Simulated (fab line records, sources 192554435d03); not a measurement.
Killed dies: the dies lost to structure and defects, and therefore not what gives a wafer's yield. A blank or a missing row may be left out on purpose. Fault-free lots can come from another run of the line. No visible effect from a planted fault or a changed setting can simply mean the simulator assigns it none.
fab line records :: flow n5Finfet :: part 2 of 2: steps 26 to 35 of 35
record
  lots=5
  wafers=15
  lastDay=18
route steps=1938 shown BEOL_M10@1517 BEOL_M11@1536
lots that met no fault: from a run of the same line without faults
startH: the number of hours between the record's first day and the start of the first shown wafer of the lot :: waitH: hours elapsed since this lot's preceding step :: " same as the row above :: L1.1+2: several wafers, shown together as one row :: - either no value or no given start :: * or withheld: withheld :: < > ~ a bound
route shown NAME@n: NAME is a module with steps in the file, n the number in the route of the first one :: usual: mean and standard deviation over wafers with no fault :: same: alike in all rows :: chamber/n: place in a boat :: sites: the reading at each site :: _std_site: how widely they spread, as a standard deviation :: _edge_site: outer sites' mean less inner sites' :: radiusMm: for every site, how far away it sits from the centre of the wafer :: mask NAME#n: copy n :: behind: tool/chamber where the wafer was last shaped :: hold: the reason the lot was held/the length of the hold in hours/how it ended :: device: transistor that didn't switch, given as n, p or np :: end of line: the tests these same wafers got at the end of their route :: where a step has no rows: the recipe by itself :: killed: dies that structure and defects cost at the first sort, which is not the same as the wafer's yield :: map: a wafer's dies, marking killed ones x, the rest . and places with no die _
set.NAME: the setting as run; set.NAME@STEP: as run at that earlier step :: model.NAME: the simulator's own value behind a step, which no gauge read
a table for each step, a row for each wafer; lots at some steps of the route
services: a tool's chamber out of use, with start hour (startH, from the record's first day; less than 0 if before it), hours out, and reason
## steps
# step N5_BEOL_M11_COAT_60
# recipe
  resist=SiARC
  tempC=220
  timeS=60
  spinRpm=1500
  resistThkNm=30
# usual
  resistLineTempC=23.02/0.087
lot.wafer: L077.1
tool: lithoTrack-04
chamber: 0
startH: -
waitH: -
resistLineTempC: 23.12

lot.wafer: L077.2
tool: lithoTrack-04
chamber: 0
startH: -
waitH: -
resistLineTempC: 23.11

lot.wafer: L077.6
tool: lithoTrack-04
chamber: 0
startH: -
waitH: -
resistLineTempC: 23.12

lot.wafer: L085.3
tool: lithoTrack-03
chamber: 0
startH: -
waitH: -
resistLineTempC: 23.06

lot.wafer: L085.4
tool: lithoTrack-03
chamber: 0
startH: -
waitH: -
resistLineTempC: 23.00

lot.wafer: L085.5
tool: lithoTrack-03
chamber: 0
startH: -
waitH: -
resistLineTempC: 23.12

lot.wafer: L088.3
tool: lithoTrack-04
chamber: 0
startH: -
waitH: -
resistLineTempC: 22.96

lot.wafer: L088.4
tool: lithoTrack-04
chamber: 0
startH: -
waitH: -
resistLineTempC: 23.09

lot.wafer: L088.6
tool: lithoTrack-04
chamber: 0
startH: -
waitH: -
resistLineTempC: 23.02

lot.wafer: L095.1
tool: lithoTrack-04
chamber: 0
startH: -
waitH: -
resistLineTempC: 23.12

lot.wafer: L095.2
tool: lithoTrack-04
chamber: 0
startH: -
waitH: -
resistLineTempC: 23.12

lot.wafer: L095.3
tool: lithoTrack-04
chamber: 0
startH: -
waitH: -
resistLineTempC: 22.90

lot.wafer: L096.2
tool: lithoTrack-05
chamber: 0
startH: -
waitH: -
resistLineTempC: 23.02

lot.wafer: L096.4
tool: lithoTrack-05
chamber: 0
startH: -
waitH: -
resistLineTempC: 23.04

lot.wafer: L096.6
tool: lithoTrack-05
chamber: 0
startH: -
waitH: -
resistLineTempC: 23.03
# step N5_BEOL_M11_COAT_05
# recipe
  resist=CAR-ArF
  spinRpm=1500
  resistThkNm=90
# usual
  resistLineTempC=22.98/0.1
lot.wafer: L077.1
tool: lithoTrack-04
chamber: 0
startH: -
waitH: -
resistLineTempC: 22.99

lot.wafer: L077.2
tool: lithoTrack-04
chamber: 0
startH: -
waitH: -
resistLineTempC: 23.04

lot.wafer: L077.6
tool: lithoTrack-04
chamber: 0
startH: -
waitH: -
resistLineTempC: 23.02

lot.wafer: L085.3
tool: lithoTrack-03
chamber: 0
startH: -
waitH: -
resistLineTempC: 22.95

lot.wafer: L085.4
tool: lithoTrack-03
chamber: 0
startH: -
waitH: -
resistLineTempC: 22.95

lot.wafer: L085.5
tool: lithoTrack-03
chamber: 0
startH: -
waitH: -
resistLineTempC: 22.99

lot.wafer: L088.3
tool: lithoTrack-04
chamber: 0
startH: -
waitH: -
resistLineTempC: 23.10

lot.wafer: L088.4
tool: lithoTrack-04
chamber: 0
startH: -
waitH: -
resistLineTempC: 23.02

lot.wafer: L088.6
tool: lithoTrack-04
chamber: 0
startH: -
waitH: -
resistLineTempC: 23.23

lot.wafer: L095.1
tool: lithoTrack-04
chamber: 0
startH: -
waitH: -
resistLineTempC: 22.97

lot.wafer: L095.2
tool: lithoTrack-04
chamber: 0
startH: -
waitH: -
resistLineTempC: 22.98

lot.wafer: L095.3
tool: lithoTrack-04
chamber: 0
startH: -
waitH: -
resistLineTempC: 22.96

lot.wafer: L096.2
tool: lithoTrack-05
chamber: 0
startH: -
waitH: -
resistLineTempC: 22.87

lot.wafer: L096.4
tool: lithoTrack-05
chamber: 0
startH: -
waitH: -
resistLineTempC: 23.00

lot.wafer: L096.6
tool: lithoTrack-05
chamber: 0
startH: -
waitH: -
resistLineTempC: 23.07
# step N5_BEOL_M11_EBR_07
# recipe
  solvent=PGMEA
  ebrWidthMm=1.5
# usual
  resistLineTempC=22.99/0.094
lot.wafer: L077.1
tool: lithoTrack-04
chamber: 0
startH: -
waitH: -
resistLineTempC: 23.07

lot.wafer: L077.2
tool: lithoTrack-04
chamber: 0
startH: -
waitH: -
resistLineTempC: 23.07

lot.wafer: L077.6
tool: lithoTrack-04
chamber: 0
startH: -
waitH: -
resistLineTempC: 23.03

lot.wafer: L085.3
tool: lithoTrack-03
chamber: 0
startH: -
waitH: -
resistLineTempC: 23.06

lot.wafer: L085.4
tool: lithoTrack-03
chamber: 0
startH: -
waitH: -
resistLineTempC: 23.09

lot.wafer: L085.5
tool: lithoTrack-03
chamber: 0
startH: -
waitH: -
resistLineTempC: 23.01

lot.wafer: L088.3
tool: lithoTrack-04
chamber: 0
startH: -
waitH: -
resistLineTempC: 22.82

lot.wafer: L088.4
tool: lithoTrack-04
chamber: 0
startH: -
waitH: -
resistLineTempC: 22.83

lot.wafer: L088.6
tool: lithoTrack-04
chamber: 0
startH: -
waitH: -
resistLineTempC: 22.92

lot.wafer: L095.1
tool: lithoTrack-04
chamber: 0
startH: -
waitH: -
resistLineTempC: 23.17

lot.wafer: L095.2
tool: lithoTrack-04
chamber: 0
startH: -
waitH: -
resistLineTempC: 23.01

lot.wafer: L095.3
tool: lithoTrack-04
chamber: 0
startH: -
waitH: -
resistLineTempC: 22.99

lot.wafer: L096.2
tool: lithoTrack-05
chamber: 0
startH: -
waitH: -
resistLineTempC: 22.86

lot.wafer: L096.4
tool: lithoTrack-05
chamber: 0
startH: -
waitH: -
resistLineTempC: 23.05

lot.wafer: L096.6
tool: lithoTrack-05
chamber: 0
startH: -
waitH: -
resistLineTempC: 22.92
# step N5_BEOL_M11_SOFTBAKE_06
# recipe
  tempC=110
  timeS=60
  resist=CAR-ArF
# usual
  resistLineTempC=23.00/0.1
lot.wafer: L077.1
tool: lithoTrack-04
chamber: 0
startH: -
waitH: -
resistLineTempC: 22.90

lot.wafer: L077.2
tool: lithoTrack-04
chamber: 0
startH: -
waitH: -
resistLineTempC: 23.05

lot.wafer: L077.6
tool: lithoTrack-04
chamber: 0
startH: -
waitH: -
resistLineTempC: 23.07

lot.wafer: L085.3
tool: lithoTrack-03
chamber: 0
startH: -
waitH: -
resistLineTempC: 22.98

lot.wafer: L085.4
tool: lithoTrack-03
chamber: 0
startH: -
waitH: -
resistLineTempC: 23.04

lot.wafer: L085.5
tool: lithoTrack-03
chamber: 0
startH: -
waitH: -
resistLineTempC: 23.06

lot.wafer: L088.3
tool: lithoTrack-04
chamber: 0
startH: -
waitH: -
resistLineTempC: 22.89

lot.wafer: L088.4
tool: lithoTrack-04
chamber: 0
startH: -
waitH: -
resistLineTempC: 22.83

lot.wafer: L088.6
tool: lithoTrack-04
chamber: 0
startH: -
waitH: -
resistLineTempC: 22.91

lot.wafer: L095.1
tool: lithoTrack-04
chamber: 0
startH: -
waitH: -
resistLineTempC: 22.94

lot.wafer: L095.2
tool: lithoTrack-04
chamber: 0
startH: -
waitH: -
resistLineTempC: 22.94

lot.wafer: L095.3
tool: lithoTrack-04
chamber: 0
startH: -
waitH: -
resistLineTempC: 23.08

lot.wafer: L096.2
tool: lithoTrack-05
chamber: 0
startH: -
waitH: -
resistLineTempC: 23.04

lot.wafer: L096.4
tool: lithoTrack-05
chamber: 0
startH: -
waitH: -
resistLineTempC: 22.98

lot.wafer: L096.6
tool: lithoTrack-05
chamber: 0
startH: -
waitH: -
resistLineTempC: 23.09
# step N5_BEOL_M11_EXPOSE_08
# recipe
  maskId=M11
  na=1.35
  sourceShape=dipole
  sigmaInner=0.411
  sigmaOuter=0.611
  polarization=te
  doseMj=53.75
# usual
  stageVelMmS=500.04/0.26
# same
  na=1.35
lot.wafer: L077.1
tool: arfiScanner-02
chamber: 0
startH: 236.65
waitH: -
mask: M11#0
stageVelMmS: 499.98

lot.wafer: L077.2
tool: arfiScanner-02
chamber: 0
startH: 236.65
waitH: -
mask: M11#0
stageVelMmS: 499.72

lot.wafer: L077.6
tool: arfiScanner-02
chamber: 0
startH: 236.65
waitH: -
mask: M11#0
stageVelMmS: 500.07

lot.wafer: L085.3
tool: arfiScanner-03
chamber: 0
startH: 291.61
waitH: -
mask: M11#0
stageVelMmS: 500.03

lot.wafer: L085.4
tool: arfiScanner-03
chamber: 0
startH: 291.61
waitH: -
mask: M11#0
stageVelMmS: 500.07

lot.wafer: L085.5
tool: arfiScanner-03
chamber: 0
startH: 291.61
waitH: -
mask: M11#0
stageVelMmS: 500.12

lot.wafer: L088.3
tool: arfiScanner-03
chamber: 0
startH: 316.13
waitH: -
mask: M11#0
stageVelMmS: 500.09

lot.wafer: L088.4
tool: arfiScanner-03
chamber: 0
startH: 316.13
waitH: -
mask: M11#0
stageVelMmS: 500.07

lot.wafer: L088.6
tool: arfiScanner-03
chamber: 0
startH: 316.13
waitH: -
mask: M11#0
stageVelMmS: 499.87

lot.wafer: L095.1
tool: arfiScanner-02
chamber: 0
startH: 347.77
waitH: -
mask: M11#0
stageVelMmS: 499.86

lot.wafer: L095.2
tool: arfiScanner-02
chamber: 0
startH: 347.77
waitH: -
mask: M11#0
stageVelMmS: 500.31

lot.wafer: L095.3
tool: arfiScanner-02
chamber: 0
startH: 347.77
waitH: -
mask: M11#0
stageVelMmS: 499.81

lot.wafer: L096.2
tool: arfiScanner-01
chamber: 0
startH: 374.79
waitH: -
mask: M11#0
stageVelMmS: 500.05

lot.wafer: L096.4
tool: arfiScanner-01
chamber: 0
startH: 374.79
waitH: -
mask: M11#0
stageVelMmS: 500.36

lot.wafer: L096.6
tool: arfiScanner-01
chamber: 0
startH: 374.79
waitH: -
mask: M11#0
stageVelMmS: 500.17
# step N5_BEOL_M11_PEB_09
# recipe
  pebTempC=withheld
  pebTimeS=60
  resist=CAR-ArF
# usual
  resistLineTempC=22.98/0.1
lot.wafer: L077.1
tool: lithoTrack-03
chamber: 0
startH: 236.71
waitH: 0.1
resistLineTempC: 23.08

lot.wafer: L077.2
tool: lithoTrack-03
chamber: 0
startH: 236.71
waitH: 0.1
resistLineTempC: 22.77

lot.wafer: L077.6
tool: lithoTrack-03
chamber: 0
startH: 236.71
waitH: 0.1
resistLineTempC: 23.09

lot.wafer: L085.3
tool: lithoTrack-05
chamber: 0
startH: 291.66
waitH: 0.0
resistLineTempC: 22.95

lot.wafer: L085.4
tool: lithoTrack-05
chamber: 0
startH: 291.66
waitH: 0.0
resistLineTempC: 22.98

lot.wafer: L085.5
tool: lithoTrack-05
chamber: 0
startH: 291.66
waitH: 0.0
resistLineTempC: 22.85

lot.wafer: L088.3
tool: lithoTrack-03
chamber: 0
startH: 316.18
waitH: 0.0
resistLineTempC: 22.98

lot.wafer: L088.4
tool: lithoTrack-03
chamber: 0
startH: 316.18
waitH: 0.0
resistLineTempC: 23.08

lot.wafer: L088.6
tool: lithoTrack-03
chamber: 0
startH: 316.18
waitH: 0.0
resistLineTempC: 23.14

lot.wafer: L095.1
tool: lithoTrack-04
chamber: 0
startH: 347.83
waitH: 0.1
resistLineTempC: 23.06

lot.wafer: L095.2
tool: lithoTrack-04
chamber: 0
startH: 347.83
waitH: 0.1
resistLineTempC: 22.97

lot.wafer: L095.3
tool: lithoTrack-04
chamber: 0
startH: 347.83
waitH: 0.1
resistLineTempC: 22.94

lot.wafer: L096.2
tool: lithoTrack-05
chamber: 0
startH: 374.85
waitH: 0.0
resistLineTempC: 23.00

lot.wafer: L096.4
tool: lithoTrack-05
chamber: 0
startH: 374.85
waitH: 0.0
resistLineTempC: 23.13

lot.wafer: L096.6
tool: lithoTrack-05
chamber: 0
startH: 374.85
waitH: 0.0
resistLineTempC: 22.99
# step N5_BEOL_M11_DEVELOP_10
# recipe
  developTimeS=30
  developer=TMAH
  resist=CAR-ArF
  rinseLiquid=diw
  dry=airSpin
  devTempC=23
# usual
  resistLineTempC=23.02/0.1
# same
  developTimeS=30
lot.wafer: L077.1
tool: lithoTrack-03
chamber: 0
startH: -
waitH: -
resistLineTempC: 23.09

lot.wafer: L077.2
tool: lithoTrack-03
chamber: 0
startH: -
waitH: -
resistLineTempC: 23.29

lot.wafer: L077.6
tool: lithoTrack-03
chamber: 0
startH: -
waitH: -
resistLineTempC: 23.10

lot.wafer: L085.3
tool: lithoTrack-05
chamber: 0
startH: -
waitH: -
resistLineTempC: 23.04

lot.wafer: L085.4
tool: lithoTrack-05
chamber: 0
startH: -
waitH: -
resistLineTempC: 23.01

lot.wafer: L085.5
tool: lithoTrack-05
chamber: 0
startH: -
waitH: -
resistLineTempC: 23.09

lot.wafer: L088.3
tool: lithoTrack-03
chamber: 0
startH: -
waitH: -
resistLineTempC: 23.04

lot.wafer: L088.4
tool: lithoTrack-03
chamber: 0
startH: -
waitH: -
resistLineTempC: 23.15

lot.wafer: L088.6
tool: lithoTrack-03
chamber: 0
startH: -
waitH: -
resistLineTempC: 23.09

lot.wafer: L095.1
tool: lithoTrack-04
chamber: 0
startH: -
waitH: -
resistLineTempC: 23.09

lot.wafer: L095.2
tool: lithoTrack-04
chamber: 0
startH: -
waitH: -
resistLineTempC: 23.02

lot.wafer: L095.3
tool: lithoTrack-04
chamber: 0
startH: -
waitH: -
resistLineTempC: 23.01

lot.wafer: L096.2
tool: lithoTrack-05
chamber: 0
startH: -
waitH: -
resistLineTempC: 22.98

lot.wafer: L096.4
tool: lithoTrack-05
chamber: 0
startH: -
waitH: -
resistLineTempC: 23.04

lot.wafer: L096.6
tool: lithoTrack-05
chamber: 0
startH: -
waitH: -
resistLineTempC: 22.88
# step N5_BEOL_M11_CD_MEAS_11
# recipe
  targetCdNm=64.1
  landingEnergyEv=500
  detector=seInlens
  polarity=opening
# usual
  cdNm=64.4/0.92
lot.wafer: L077.1
tool: cdSem-02
chamber: 0
startH: 236.77
waitH: -
cdNm: 65.0

lot.wafer: L077.2
tool: cdSem-02
chamber: 0
startH: 236.77
waitH: -
cdNm: 65.4

lot.wafer: L077.6
tool: cdSem-02
chamber: 0
startH: 236.77
waitH: -
cdNm: 65.9

lot.wafer: L085.3
tool: cdSem-01
chamber: 0
startH: 291.73
waitH: -
cdNm: 65.0

lot.wafer: L085.4
tool: cdSem-01
chamber: 0
startH: 291.73
waitH: -
cdNm: 65.6

lot.wafer: L085.5
tool: cdSem-01
chamber: 0
startH: 291.73
waitH: -
cdNm: 64.7

lot.wafer: L088.3
tool: cdSem-01
chamber: 0
startH: 316.25
waitH: -
cdNm: 64.7

lot.wafer: L088.4
tool: cdSem-01
chamber: 0
startH: 316.25
waitH: -
cdNm: 63.7

lot.wafer: L088.6
tool: cdSem-01
chamber: 0
startH: 316.25
waitH: -
cdNm: 64.6

lot.wafer: L095.1
tool: cdSem-03
chamber: 0
startH: 347.89
waitH: -
cdNm: 63.3

lot.wafer: L095.2
tool: cdSem-03
chamber: 0
startH: 347.89
waitH: -
cdNm: 63.6

lot.wafer: L095.3
tool: cdSem-03
chamber: 0
startH: 347.89
waitH: -
cdNm: 64.1

lot.wafer: L096.2
tool: cdSem-01
chamber: 0
startH: 374.91
waitH: -
cdNm: 63.9

lot.wafer: L096.4
tool: cdSem-01
chamber: 0
startH: 374.91
waitH: -
cdNm: 64.3

lot.wafer: L096.6
tool: cdSem-01
chamber: 0
startH: 374.91
waitH: -
cdNm: 65.8
# step N5_BEOL_M11_OVL_MEAS_12
# recipe
  pointsPerWafer=44
# usual
  M11_OVL=0.0/0.7
# same
  pointsPerWafer=44
lot.wafer: L077.1
tool: overlay-01
chamber: 0
startH: 236.80
waitH: 0.0
M11_OVL[nm]: 0.3

lot.wafer: L077.2
tool: overlay-01
chamber: 0
startH: 236.80
waitH: 0.0
M11_OVL[nm]: 0.0

lot.wafer: L077.6
tool: overlay-01
chamber: 0
startH: 236.80
waitH: 0.0
M11_OVL[nm]: 1.5

lot.wafer: L085.3
tool: overlay-01
chamber: 0
startH: 291.76
waitH: 0.0
M11_OVL[nm]: 0.6

lot.wafer: L085.4
tool: overlay-01
chamber: 0
startH: 291.76
waitH: 0.0
M11_OVL[nm]: 1.4

lot.wafer: L085.5
tool: overlay-01
chamber: 0
startH: 291.76
waitH: 0.0
M11_OVL[nm]: 1.4

lot.wafer: L088.3
tool: overlay-02
chamber: 0
startH: 316.28
waitH: 0.0
M11_OVL[nm]: 0.0

lot.wafer: L088.4
tool: overlay-02
chamber: 0
startH: 316.28
waitH: 0.0
M11_OVL[nm]: -0.7

lot.wafer: L088.6
tool: overlay-02
chamber: 0
startH: 316.28
waitH: 0.0
M11_OVL[nm]: 0.2

lot.wafer: L095.1
tool: overlay-02
chamber: 0
startH: 347.92
waitH: 0.0
M11_OVL[nm]: -0.1

lot.wafer: L095.2
tool: overlay-02
chamber: 0
startH: 347.92
waitH: 0.0
M11_OVL[nm]: 1.0

lot.wafer: L095.3
tool: overlay-02
chamber: 0
startH: 347.92
waitH: 0.0
M11_OVL[nm]: -0.1

lot.wafer: L096.2
tool: overlay-02
chamber: 0
startH: 374.94
waitH: 0.0
M11_OVL[nm]: -0.2

lot.wafer: L096.4
tool: overlay-02
chamber: 0
startH: 374.94
waitH: 0.0
M11_OVL[nm]: -0.6

lot.wafer: L096.6
tool: overlay-02
chamber: 0
startH: 374.94
waitH: 0.0
M11_OVL[nm]: 0.2
# step N5_BEOL_M11_INSPECT_13
# recipe
  mode=adi
  inspectInstrument=brightfield
# usual
  rawDefectCount=416/100
lot.wafer: L077.1
tool: defectInspect-02
chamber: -
startH: 236.83
waitH: 0.0
rawDefectCount: 347

lot.wafer: L077.2
tool: defectInspect-02
chamber: -
startH: 236.83
waitH: 0.0
rawDefectCount: 295

lot.wafer: L077.6
tool: defectInspect-02
chamber: -
startH: 236.83
waitH: 0.0
rawDefectCount: 326

lot.wafer: L085.3
tool: defectInspect-02
chamber: -
startH: 291.78
waitH: 0.0
rawDefectCount: 480

lot.wafer: L085.4
tool: defectInspect-02
chamber: -
startH: 291.78
waitH: 0.0
rawDefectCount: 413

lot.wafer: L085.5
tool: defectInspect-02
chamber: -
startH: 291.78
waitH: 0.0
rawDefectCount: 392

lot.wafer: L088.3
tool: defectInspect-02
chamber: -
startH: 316.30
waitH: 0.0
rawDefectCount: 359

lot.wafer: L088.4
tool: defectInspect-02
chamber: -
startH: 316.30
waitH: 0.0
rawDefectCount: 290

lot.wafer: L088.6
tool: defectInspect-02
chamber: -
startH: 316.30
waitH: 0.0
rawDefectCount: 305

lot.wafer: L095.1
tool: defectInspect-02
chamber: -
startH: 347.95
waitH: 0.0
rawDefectCount: 262

lot.wafer: L095.2
tool: defectInspect-02
chamber: -
startH: 347.95
waitH: 0.0
rawDefectCount: 257

lot.wafer: L095.3
tool: defectInspect-02
chamber: -
startH: 347.95
waitH: 0.0
rawDefectCount: 270

lot.wafer: L096.2
tool: defectInspect-01
chamber: -
startH: 374.97
waitH: 0.0
rawDefectCount: 495

lot.wafer: L096.4
tool: defectInspect-01
chamber: -
startH: 374.97
waitH: 0.0
rawDefectCount: 567

lot.wafer: L096.6
tool: defectInspect-01
chamber: -
startH: 374.97
waitH: 0.0
rawDefectCount: 547
## services
tool: pecvd-04
chamber: 2
startH: 206.38
hours: 3.8
kind: repair

tool: arfiScanner-02
chamber: -
startH: 206.50
hours: 1.3
kind: pm

tool: cvdCo-01
chamber: -
startH: 211.02
hours: 2.8
kind: pm

tool: uvCure-01
chamber: -
startH: 212.21
hours: 2.8
kind: pm

tool: pecvd-02
chamber: -
startH: 222.95
hours: 4.3
kind: pm

tool: cmp-03
chamber: -
startH: 223.03
hours: 0.7
kind: repair

tool: uvCure-02
chamber: -
startH: 241.48
hours: 7.5
kind: pm

tool: uvCure-02
chamber: -
startH: 249.03
hours: 6.0
kind: pm

tool: ecdCu-01
chamber: -
startH: 258.71
hours: 5.4
kind: pm

tool: uvCure-02
chamber: -
startH: 259.06
hours: 7.5
kind: pm

tool: pecvd-03
chamber: 2
startH: 293.08
hours: 6.2
kind: repair

tool: uvCure-02
chamber: -
startH: 302.98
hours: 2.1
kind: pm

tool: pecvd-04
chamber: -
startH: 308.81
hours: 2.8
kind: pm

tool: pecvd-04
chamber: -
startH: 312.50
hours: 1.0
kind: repair

tool: pecvd-01
chamber: -
startH: 318.70
hours: 1.5
kind: repair

tool: ecdCu-01
chamber: -
startH: 322.24
hours: 0.6
kind: repair

tool: uvCure-02
chamber: -
startH: 339.66
hours: 1.2
kind: repair

tool: cvdCo-01
chamber: 2
startH: 352.37
hours: 3.5
kind: repair

tool: pecvd-01
chamber: -
startH: 353.54
hours: 0.9
kind: repair

tool: pecvd-03
chamber: 2
startH: 354.14
hours: 3.8
kind: repair

tool: cvdCo-01
chamber: 1
startH: 357.86
hours: 23.2
kind: repair

tool: uvCure-03
chamber: -
startH: 362.75
hours: 7.5
kind: pm

tool: uvCure-01
chamber: -
startH: 366.41
hours: 3.4
kind: pm

tool: uvCure-03
chamber: -
startH: 372.42
hours: 1.9
kind: repair
